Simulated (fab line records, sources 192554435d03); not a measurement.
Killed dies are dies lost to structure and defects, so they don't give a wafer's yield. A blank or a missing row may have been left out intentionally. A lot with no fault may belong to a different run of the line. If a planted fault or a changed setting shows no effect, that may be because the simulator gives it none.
Which of the tools did it?	flow n5_finfet	42 wafers sampled from 14 lots at 1 step of a route of 1938

WHAT THE GAUGES READ, wafer by wafer
N5_DUMMY_GATE_CD_MEAS_50 targets a cd of 14 nm. Usual: cd_nm 14.0 nm, standard deviation 0.38.
lot	measured	on	cd_nm (nm)	flag
L522	day 3 02:52	cd_sem-03	13.7 14.2 13.9	
L524	day 3 12:43	cd_sem-03	14.4 14.3 14.1	
L528	day 4 10:33	cd_sem-02	13.9 13.3 13.4	
L529	day 4 15:22	cd_sem-01	13.6 13.9 14.3	
L530	day 4 21:16	cd_sem-03	13.7 13.7 14.7	
L531	day 5 04:58	cd_sem-02	14.7 13.7 14.7	
L537	day 6 20:03	cd_sem-01	13.1 13.3 13.9	
L538	day 6 22:04	cd_sem-03	13.9 13.9 13.8	
L539	day 7 07:46	cd_sem-01	13.9 13.8 13.7	
L540	day 7 11:53	cd_sem-03	14.8 14.5 14.5	
L542	day 7 22:22	cd_sem-02	13.7 13.8 13.3	
L543	day 8 05:37	cd_sem-03	14.1 14.0 14.7	
L544	day 8 10:13	cd_sem-03	13.5 13.9 14.4	
L545	day 8 18:59	cd_sem-03	13.9 13.7 13.7	

WHAT TOOL EACH LOT RAN ON (gives the tool, then ch and the chambers of the sampled wafers, and finally the start)
The record holds no process step before these readings.

AS READ BY THE TOOLS THEMSELVES (means over the sampled wafers that have a number; for cases with no such wafer, the mark the record gives instead)
The record holds no such reading with a usual standard deviation.

THE ANSWER, worked out from the rows above alone
Rule: take the mean of a lot's wafers that have a number; if it is more than 3 standard deviations from the usual mean, the lot is off. A lot without any number at a reading at which 4 lots or more have one is off too. The other lots that the step has rows for count as sound. First the gauges in route order, then the tools' own readings, where a lot's mean is used as printed above. The first step at which some lot is off is used, and at that step the reading that is off furthest; a lot without a number counts as furthest.
None of the lots is off at any reading shown; this tells nothing.

WHAT THE SIMULATOR HAD INSERTED
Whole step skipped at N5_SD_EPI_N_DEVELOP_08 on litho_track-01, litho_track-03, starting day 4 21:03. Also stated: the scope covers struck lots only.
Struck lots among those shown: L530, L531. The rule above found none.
